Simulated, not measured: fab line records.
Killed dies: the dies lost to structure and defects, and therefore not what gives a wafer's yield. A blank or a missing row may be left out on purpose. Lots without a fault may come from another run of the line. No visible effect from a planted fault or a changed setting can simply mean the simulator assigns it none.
8D (eight disciplines) problem report, filled in by code / flow nand_harc / the parts of the form that need people (team, actions taken, sign-off) are left out

## 1. PROBLEM STATEMENT
Mean of killed_at_periphery at NHARC_END_SORT_01: 607.0 over 2 wafers from 1 lot, against 3.5 (standard deviation 2.3) on wafers with no fault. So: +99 or more standard deviations from the usual mean.
First observed at day 31 06:49: wafer L661.4, on prober-02. The record holds 3 wafers of 1 lot with a number at this step. Rule for "out" (also "out of limits"): further than 4 standard deviations from the usual mean. Any other wafer with a number is counted as sound.

## 2. WHAT IT IS, AND WHAT IT ISN'T
question=which readings at this step; is=killed_at_periphery, defect_limited_yield, killed_dies; is not=killed_at_array, killed_at_other, killed_open, killed_short
question=which lots; is=L661; is not=-
question=which wafers of those lots; is=L661.4, L661.5; is not=L661.2
question=read on which gauges; is=prober-02; is not=-
question=when; is=from day 31 06:49; is not=up to then (1 sound wafer)

## 3. WHAT RULES OUT EACH SUSPECT
Counting: a tool at a process step up to the reading stays a suspect if it ran every lot that is out. Sound lots after the first of them don't rule it out here, since some wafers of a struck lot are sound.
- the gauge at NHARC_END_SORT_01: kept. All the wafers that are out were read on prober-02, and no step on other tools shows them out.
- pvd_sputter-01 at NHARC_P_BONDPAD_PVD_27 (deposits Cu, target thk 30 nm, time 20.49 s): kept. It ran the lot that is out, L661 (day 13 13:43).
- pvd_sputter-02 at NHARC_A_BONDPAD_PVD_27 (deposits Cu, target thk 30 nm, time 20.49 s): kept. It ran the lot that is out, L661 (day 30 08:24). NHARC_A_BONDPAD_PVD_27: start missing for some lots; hours and lot order therefore follow NHARC_THIN_TSV_STRIP_45.
- plasma_asher-02 at NHARC_THIN_TSV_STRIP_45 (strips in O2): kept. It ran the lot that is out, L661 (day 30 08:24).
- rie_diel-02 at NHARC_THIN_TSV_DESCUM_35 (chemistry O2, time 3 s): kept. It ran the lot that is out, L661 (day 30 19:25).
Left after counting: pvd_sputter-01 at NHARC_P_BONDPAD_PVD_27, pvd_sputter-02 at NHARC_A_BONDPAD_PVD_27, plasma_asher-02 at NHARC_THIN_TSV_STRIP_45, rie_diel-02 at NHARC_THIN_TSV_DESCUM_35, prober-02 at NHARC_END_SORT_01.

## 4. THE CAUSE (what the simulator had put in)
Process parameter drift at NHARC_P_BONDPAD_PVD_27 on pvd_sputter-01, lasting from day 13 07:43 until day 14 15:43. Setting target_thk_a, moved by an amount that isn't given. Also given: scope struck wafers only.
Counting left 5 suspects, and this tool is among them.

## 5. SEQUENCE OF EFFECTS, ordered by route
Rows list readings where the struck wafers' mean (over those with a number) sits beyond 3 standard deviations from the usual. Readings are gone through only where the record gives a usual standard deviation; hours: the median, over the lots, of the time from a lot's start at the first step in this table giving one to that lot's start at this step; sigmas: the change measured in usual standard deviations.
hours=0; step=NHARC_END_SORT_01; reading=defect_limited_yield; usual=89.8 %; on struck wafers=0.1; change=-89.8; sigmas=-37
hours=0; step=NHARC_END_SORT_01; reading=killed_at_periphery; usual=3.5; on struck wafers=607.0; change=+603.5; sigmas=+99 or more
hours=0; step=NHARC_END_SORT_01; reading=killed_dies; usual=69; on struck wafers=676; change=+608; sigmas=+36

## 6. WHAT WOULD HAVE CAUGHT IT SOONER
The first out-of-limits reading at a measuring or inspecting step in this record came at day 31 06:49, 431 hours after the fault's start at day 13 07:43.
An alarm limit of 4 standard deviations would not have fired on the tool readings at NHARC_P_BONDPAD_PVD_27 for which the record gives a usual standard deviation, since none of them was out on any struck wafer.
The start of NHARC_P_BONDPAD_PVD_27 on pvd_sputter-01 came by day 31 06:49 for every one of the lots that are out (1). Holding the tool at that point would not have protected any of them.
